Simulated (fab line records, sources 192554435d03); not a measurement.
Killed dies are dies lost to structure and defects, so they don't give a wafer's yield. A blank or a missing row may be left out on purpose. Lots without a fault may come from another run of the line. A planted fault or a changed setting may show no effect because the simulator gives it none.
A struck lot beside a sound one | flow n5_finfet | 22 steps out of a route of 1938
Sound: wafers L354.2, L354.3, L354.6. Struck: wafers L363.1, L363.4, L363.6. The cause comes at the end.
At each step with rows: each side's tool, then ch and its chambers, then its first start. Under that, the readings that differ: sound wafers | struck wafers | difference of the means | sigmas: that difference in standard deviations of wafers without a fault.
alike: readings whose means differ by less than 2 such deviations, and words and numbers that are the same on both sides. not compared: withheld readings, readings that some wafer has no value for, bounds like >300 that may hide the same value, and numbers for which the record gives no deviation and whose values overlap.
The two part at a step that has a row with sigmas, a row that says differs or no value, or rows on one side only. Numbers that don't overlap but have no deviation are shown without sigmas and don't part them. A reading that every wafer of one side lacks parts them only if that side has two wafers or more.

first, 8 steps without rows for these wafers: N5_BEOL_M1_PRE_CLEAN_60 (time 15 s); N5_BEOL_M1_CO_CAP_55 (material Co, precursor CCTBA/H2, target thk 2 nm, time 102.1 s); N5_BEOL_M1_PRE_CLEAN_56 (time 15 s); N5_BEOL_M1_DEP_57 (deposits SiCN from 3MS/NH3, target thk 8 nm, time 14 s); N5_BEOL_M2_ILD_DEP_00 (deposits SiOC from DEMS/O2, target thk 79 nm, time 15.3 s); N5_BEOL_M2_PECVD_72 (deposits SiO2 from TEOS/O2, target thk 16 nm, time 18 s); N5_BEOL_M2_HM_DEP_02 (deposits TiN, target thk 20 nm); N5_BEOL_M2_COAT_61 (time 60 s, resist thk 60 nm).
N5_BEOL_M2_COAT_62: time 60 s, resist thk 12 nm.
  sound on litho_track-02 ch 0, day 8 03:11; struck on litho_track-02 ch 0, day 10 11:40
  reading                                    | sound                | struck               | difference | sigmas
  spin_speed_rpm (rpm)                       | 1502.1 1502.4 1500.8 | 1865.9 1866.5 1866.5 | +364.5     | +99 or more
  model.SiARC_of_BEOL_M2_COAT_62.thk_nm (nm) | 12 12 12             | 10.8 10.8 10.8       | -1.2       |
then, 9 steps without rows for these wafers: N5_BEOL_M2_COAT_73 (time 60 s, resist thk 5 nm); N5_BEOL_M2_COAT_05 (resist thk 30 nm); N5_BEOL_M2_EBR_07; N5_BEOL_M2_SOFTBAKE_06 (time 60 s); N5_BEOL_M2_EXPOSE_08 (exposes mask M2); N5_BEOL_M2_PEB_09 (peb time 60 s); N5_BEOL_M2_DEVELOP_10 (develop time 30 s); N5_BEOL_M2_DESCUM_16 (chemistry O2, time 7 s); N5_BEOL_M2_ETCH_74 (etches underlayer in N2/H2, target depth 6.5 nm, time 5.2 s).
N5_BEOL_M2_ETCH_63: etches SiARC in CF4, target depth 15.6 nm, time 26 s.
  sound on rie_diel-05 ch 0,2, day 8 03:40; struck on rie_diel-03 ch 1,2, day 10 12:28
  reading                  | sound             | struck            | difference | sigmas
  etch_rf_on_time_s (s)    | 25.3 25.3 25.1    | 23.0 23.0 22.9    | -2.3       | -3
  model.etch.depth_nm (nm) | 11.95 11.96 11.95 | 10.77 10.73 10.73 | -1.21      |
  alike: bias_w, drypump_motor_current_A, oes_product_au, rf_vpp_V, showerhead_plenum_p_Torr, throttle_valve_pct
  not compared: rf_hours_counter_h
N5_BEOL_M2_ETCH_64: etches SOC in N2/H2, target depth 75 nm, overetch 22.5 nm, time 121.9 s.
  sound on rie_diel-05 ch 0,2, day 8 03:41; struck on rie_diel-03 ch 1,2, day 10 12:30
  reading                                    | sound       | struck  | difference | sigmas
  model.SiARC_of_BEOL_M2_COAT_62.thk_nm (nm) | 6.4 6.2 6.4 | 5 4.8 5 | -1         |
  alike: bias_w, drypump_motor_current_A, h2_flow_sccm, oes_product_au, rf_vpp_V, showerhead_plenum_p_Torr, throttle_valve_pct
  not compared: rf_hours_counter_h
then, 1 step without rows for these wafers: N5_BEOL_M2_STRIP_65 (strips in N2/H2).
N5_BEOL_M4_RC_MEAS_101:
  sound on prober-02 ch 0, day 9 13:32; struck on prober-01 ch 0, day 12 08:23
  alike: DIBL_N, DIBL_P, IOFF_N, IOFF_P, ION_N, ION_P, SS_N, SS_P, VT_N, VT_P

WHERE THEY PART
First at N5_BEOL_M2_COAT_62; last, within this record, at N5_BEOL_M2_ETCH_63. Later steps at which nothing parts them and some readings are alike: N5_BEOL_M2_ETCH_64, N5_BEOL_M4_RC_MEAS_101.

WHY: what the simulator had put in
Process parameter drift: litho_track-02, from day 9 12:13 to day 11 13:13, at N5_BEOL_M2_COAT_62. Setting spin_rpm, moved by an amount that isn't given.
